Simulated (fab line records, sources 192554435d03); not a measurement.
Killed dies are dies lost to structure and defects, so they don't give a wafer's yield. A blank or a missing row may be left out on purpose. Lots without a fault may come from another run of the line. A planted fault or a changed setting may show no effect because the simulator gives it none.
Split-lot experiment | flow n5_finfet | 7 lots, 21 wafers read, on a route of 1938 steps

THE SPLIT
At N5_BEOL_M15_TRENCH_ETCH_34 (etches SiO2 in C4F8/O2/Ar, target depth 872.93 nm, time 199 s), the setting time_s was moved away from the recipe's 199 s on 9 of the 21 wafers read, by -19.7% to +17.8%. The other wafers ran this setting at the recipe's value.

FROM THE SPLIT TO THE READING: what the file shows between them, 7 steps
- N5_BEOL_M15_STRIP_36: strips in O2
- N5_BEOL_M15_ECD_47: material Cu, target thk 1860 nm
- N5_BEOL_M15_ANNEAL_48: time 90 s
- N5_BEOL_M15_CMP_49: polishes, stops on SiO2, t overpolish 4.9 s, target thk 850 nm
- N5_BEOL_M15_THK_MEAS_50: measures by xrf
- N5_BEOL_M15_PRE_CLEAN_52: time 15 s
- N5_BEOL_M15_DEP_53: deposits SiCN from 3MS/NH3, target thk 50 nm, time 17.8 s

THE READING
M15_RS, in ohm/sq, at N5_BEOL_M15_RS_MEAS_54 (measures by four-point-probe). Fault-free wafers of this fab line usually give 0.02158 ohm/sq, standard deviation 0.00028 ohm/sq.

wafer  | tool, chamber at the split | time_s as run, s | against the recipe | M15_RS, ohm/sq | against lot-mates on the recipe
L075.3 | rie_diel-06, 0             | 179.8            | -9.6%              | 0.02376        | +0.00232
L075.4 | rie_diel-06, 0             | 199              | recipe             | 0.02144        | -
L075.5 | rie_diel-06, 3             | 179.8            | -9.6%              | 0.02348        | +0.00204
L077.2 | rie_diel-06, 3             | 199              | recipe             | 0.02148        | -
L077.3 | rie_diel-06, 1             | 199              | recipe             | 0.02142        | -
L077.4 | rie_diel-06, 0             | 199              | recipe             | 0.0215         | -
L081.2 | rie_diel-01, 3             | 180.1            | -9.5%              | 0.02397        | +0.00225
L081.5 | rie_diel-01, 2             | 199              | recipe             | 0.02172        | -
L081.6 | rie_diel-01, 0             | 180.1            | -9.5%              | 0.02416        | +0.00244
L080.1 | rie_diel-06, 3             | 199              | recipe             | 0.02167        | -
L080.3 | rie_diel-06, 0             | 199              | recipe             | 0.02159        | -
L080.5 | rie_diel-06, 2             | 199              | recipe             | 0.02132        | -
L085.2 | rie_diel-06, 0             | 199              | recipe             | 0.02153        | -
L085.4 | rie_diel-06, 2             | 232.9            | +17.0%             | 0.01792        | -0.00361
L085.6 | rie_diel-06, 0             | 232.9            | +17.0%             | 0.01816        | -0.00337
L088.1 | rie_diel-06, 1             | 199              | recipe             | 0.02151        | -
L088.5 | rie_diel-06, 2             | 159.8            | -19.7%             | 0.02683        | +0.00532
L088.6 | rie_diel-06, 3             | 199              | recipe             | 0.02152        | -
L095.1 | rie_diel-01, 1             | 234.4            | +17.8%             | 0.01809        | -0.00431
L095.3 | rie_diel-01, 0             | 234.4            | +17.8%             | 0.01853        | -0.00387
L095.6 | rie_diel-01, 2             | 199              | recipe             | 0.0224         | -

THE FIT
A straight line over all 21 wafers: M15_RS changes by -0.000218 ohm/sq for each +1% of time_s; r = -0.99; the points scatter about the line by 0.00037 ohm/sq.
The same after taking each lot's own level away (the mean of its wafers on the recipe; 21 wafers): -0.000232 ohm/sq for each +1%; r = -0.99; scatter 0.00024 ohm/sq.
On that fit, the largest move of time_s shifts the reading by 0.0046 ohm/sq.
The lots' own levels span 0.021440 to 0.022400 ohm/sq, that is 3.4 times the standard deviation above.
So the lot-to-lot level changes the slope little: the two slopes agree.
Check: with one of the wafers moved furthest among these (-19.7%) left out of the fit, the line predicts +0.00444 ohm/sq for it against its lot-mates. It came out at +0.00532 ohm/sq against them.

OTHER SPLITS ON THESE WAFERS
These wafers also went through other splits before the reading. Each is held against what the fit with the lots' levels taken away leaves over:
other split on the same wafers | wafers away from the commonest value | r with M15_RS (lot level and that fit taken away)
N5_BEOL_M15_COAT_22 spin_rpm   | 6                                    | -0.08
N5_BEOL_M15_ETCH_61 time_s     | 7                                    | +0.02

THE WHOLE CHAIN: every reading that the file lists as answering this split, in the file's order
step                       | what it does                                                   | reading                                                                          | change (the file's fit)                                                                | r (the file's)
N5_BEOL_M15_TRENCH_ETCH_34 | etches SiO2 in C4F8/O2/Ar, target depth 872.93 nm, time 199 s  | etch.depth_nm (the simulator's own value, which no gauge read)                   | +9.14 nm for each +1% of the setting                                                   | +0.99
N5_BEOL_M15_CMP_49         | polishes, stops on SiO2, t overpolish 4.9 s, target thk 850 nm | Cu_of_BEOL_M15_ECD_47.thk_nm (the simulator's own value, which no gauge read)    | +9.16 nm for each +1% of the setting                                                   | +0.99
N5_BEOL_M15_THK_MEAS_50    | measures by xrf                                                | M15_THK                                                                          | +9.13 for each +1% of the setting                                                      | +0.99
N5_BEOL_M15_RS_MEAS_54     | measures by four-point-probe                                   | M15_RS                                                                           | -0.000238 for each +1% of the setting                                                  | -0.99
N5_BEOL_M15_TRENCH_ETCH_34 | etches SiO2 in C4F8/O2/Ar, target depth 872.93 nm, time 199 s  | coat_of_BEOL_M15_COAT_22.thk_nm (the simulator's own value, which no gauge read) | -1.99 nm for each +1% of the setting, in a fit together with spin_rpm@BEOL_M15_COAT_22 | 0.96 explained

THE FILE'S OWN FIT
M15_RS changes by -0.000238 ohm/sq for each +1% of time_s, r = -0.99.
